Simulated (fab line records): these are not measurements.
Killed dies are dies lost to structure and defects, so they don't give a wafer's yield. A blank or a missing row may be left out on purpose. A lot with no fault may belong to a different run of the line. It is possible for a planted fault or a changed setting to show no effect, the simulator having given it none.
Chamber matching + flow n5-finfet + N5_BEOL_M2_STRIP_36 on rie-diel-03 has 4 sister chambers
The step strips in N2/H2. 4 wafers are shown with their chamber, then 9 later ones without.

== WAFERS, EACH WITH ITS CHAMBER ==
| wafer  | chamber | showerhead-plenum-p-Torr (Torr) |
|--------|---------|---------------------------------|
| L077.3 | 2       | 2.44                            |
| L090.1 | 3       | 2.56                            |
| L090.5 | 1       | 2.36                            |
| L090.6 | 0       | 2.60                            |

== WAFERS WHOSE CHAMBER IS MISSING ==
| wafer  | showerhead-plenum-p-Torr (Torr) |
|--------|---------------------------------|
| L092.2 | 2.60                            |
| L092.5 | 2.42                            |
| L092.6 | 2.56                            |
| L093.3 | 2.56                            |
| L093.4 | 2.42                            |
| L093.5 | 2.36                            |
| L096.1 | 2.42                            |
| L096.2 | 2.56                            |
| L096.3 | 2.60                            |

== WHICH CHAMBER EACH ONE RAN IN ==
| wafer  | from the rows above | in truth |
|--------|---------------------|----------|
| L092.2 | 0                   | 0        |
| L092.5 | 2                   | 2        |
| L092.6 | 3                   | 3        |
| L093.3 | 3                   | 3        |
| L093.4 | 2                   | 2        |
| L093.5 | 1                   | 1        |
| L096.1 | 2                   | 2        |
| L096.2 | 3                   | 3        |
| L096.3 | 0                   | 0        |
Correct placement for 9 of the 9. Can't be placed from these rows: 0. Wrongly placed: 0.
How it was worked out, from the rows above alone: a wafer's distance from a chamber is the root of the sum, over the readings, of the square of ((its reading less the chamber's mean) divided by the reading's scatter). If the next closest chamber is less than 2 further off than the closest, the wafer can't be placed; otherwise it belongs to the closest. Each chamber's mean is taken over the wafers shown for it. The scatter: with one shown wafer a chamber, the root of the mean of the squares of how far each hidden wafer lies from its nearest shown one.
